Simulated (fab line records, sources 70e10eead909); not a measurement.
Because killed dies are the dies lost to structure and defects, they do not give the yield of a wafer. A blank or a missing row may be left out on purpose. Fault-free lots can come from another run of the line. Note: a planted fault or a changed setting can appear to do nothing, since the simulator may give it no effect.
Matching of chambers | flow nand_harc | 4 sister chambers for NHARC_P_GATE_DESCUM_31 on rie_diel-03
The step chemistry O2, time 3 s. 22 wafers are shown with their chamber, then 11 later ones without.

== WAFERS PAIRED WITH THEIR CHAMBERS ==
wafer  | chamber | drypump_motor_current_A (A) | oes_product_au (a.u.) | chamber_pressure_mTorr (mTorr)
L077.1 | 3       | 6.3                         | 1.002                 | 59.99
L077.4 | 0       | 5.0                         | 0.991                 | 60.00
L077.6 | 2       | 5.3                         | 1.008                 | 59.90
L079.1 | 0       | 5.0                         | 1.002                 | 59.93
L079.2 | 3       | 6.3                         | 1.001                 | 59.86
L079.6 | 3       | 6.2                         | 1.008                 | 60.02
L081.2 | 3       | 6.3                         | 0.987                 | 59.86
L081.3 | 1       | 5.8                         | 0.980                 | 59.94
L081.6 | 3       | 6.3                         | 1.004                 | 59.94
L082.1 | 3       | 6.2                         | 1.007                 | 60.01
L082.2 | 0       | 5.0                         | 1.001                 | 60.13
L082.4 | 1       | 5.8                         | 0.990                 | 60.04
L085.1 | 0       | 5.0                         | 0.989                 | 60.05
L085.3 | 1       | 5.7                         | 0.991                 | 60.04
L085.5 | 2       | 5.3                         | 1.005                 | 60.06
L087.1 | 1       | 5.8                         | 0.977                 | 59.99
L087.2 | 2       | 5.3                         | 0.997                 | 59.96
L087.5 | 0       | 4.9                         | 0.998                 | 60.01
L089.1 | 1       | 5.8                         | 0.999                 | 60.01
L089.3 | 2       | 5.3                         | 1.008                 | 59.97
L089.6 | 0       | 5.0                         | 1.002                 | 59.96
L090.3 | 0       | 5.0                         | 1.000                 | 60.06

SIGNATURES (averages over the wafers above)
reading                 | chamber 0 | chamber 1 | chamber 2 | chamber 3 | scatter within a chamber
drypump_motor_current_A | 4.986     | 5.780     | 5.300     | 6.267     | 0.0408
oes_product_au          | 0.99757   | 0.98740   | 1.00450   | 1.00150   | 0.00692
chamber_pressure_mTorr  | 60.0200   | 60.0040   | 59.9725   | 59.9467   | 0.0637
Rule: for a wafer and a chamber, the distance is found by dividing, reading by reading, the gap between the wafer's reading and the chamber's mean by the reading's scatter, squaring, summing and taking the root. If the next closest chamber is less than 2 further off than the closest, the wafer can't be placed; otherwise it belongs to the closest. The scatter is the square root of a quotient: the sum, over the shown wafers, of each reading's squared deviation from its chamber's mean, divided by wafers minus chambers.

== WAFERS WITH NO CHAMBER GIVEN ==
wafer  | drypump_motor_current_A (A) | oes_product_au (a.u.) | chamber_pressure_mTorr (mTorr)
L090.4 | 5.3                         | 1.002                 | 60.00
L090.5 | 5.3                         | 1.002                 | 60.00
L091.3 | 5.2                         | 0.993                 | 60.04
L091.5 | 5.8                         | 0.975                 | 59.91
L091.6 | 5.3                         | 0.995                 | 59.88
L094.2 | 6.2                         | 0.994                 | 59.98
L094.3 | 5.8                         | 0.989                 | 59.86
L094.6 | 6.3                         | 1.008                 | 60.06
L097.1 | 6.2                         | 0.995                 | 59.95
L097.5 | 5.3                         | 1.001                 | 59.99
L097.6 | 6.2                         | 1.001                 | 60.01

== WHICH CHAMBER EACH ONE RAN IN ==
wafer  | from the rows above | in truth
L090.4 | 2                   | 2
L090.5 | 2                   | 2
L091.3 | 2                   | 2
L091.5 | 1                   | 1
L091.6 | 2                   | 2
L094.2 | 3                   | 3
L094.3 | 1                   | 1
L094.6 | 3                   | 3
L097.1 | 3                   | 3
L097.5 | 2                   | 2
L097.6 | 3                   | 3
Correct placement for 11 of the 11. Not placeable from these rows: 0. Number placed wrongly: 0.
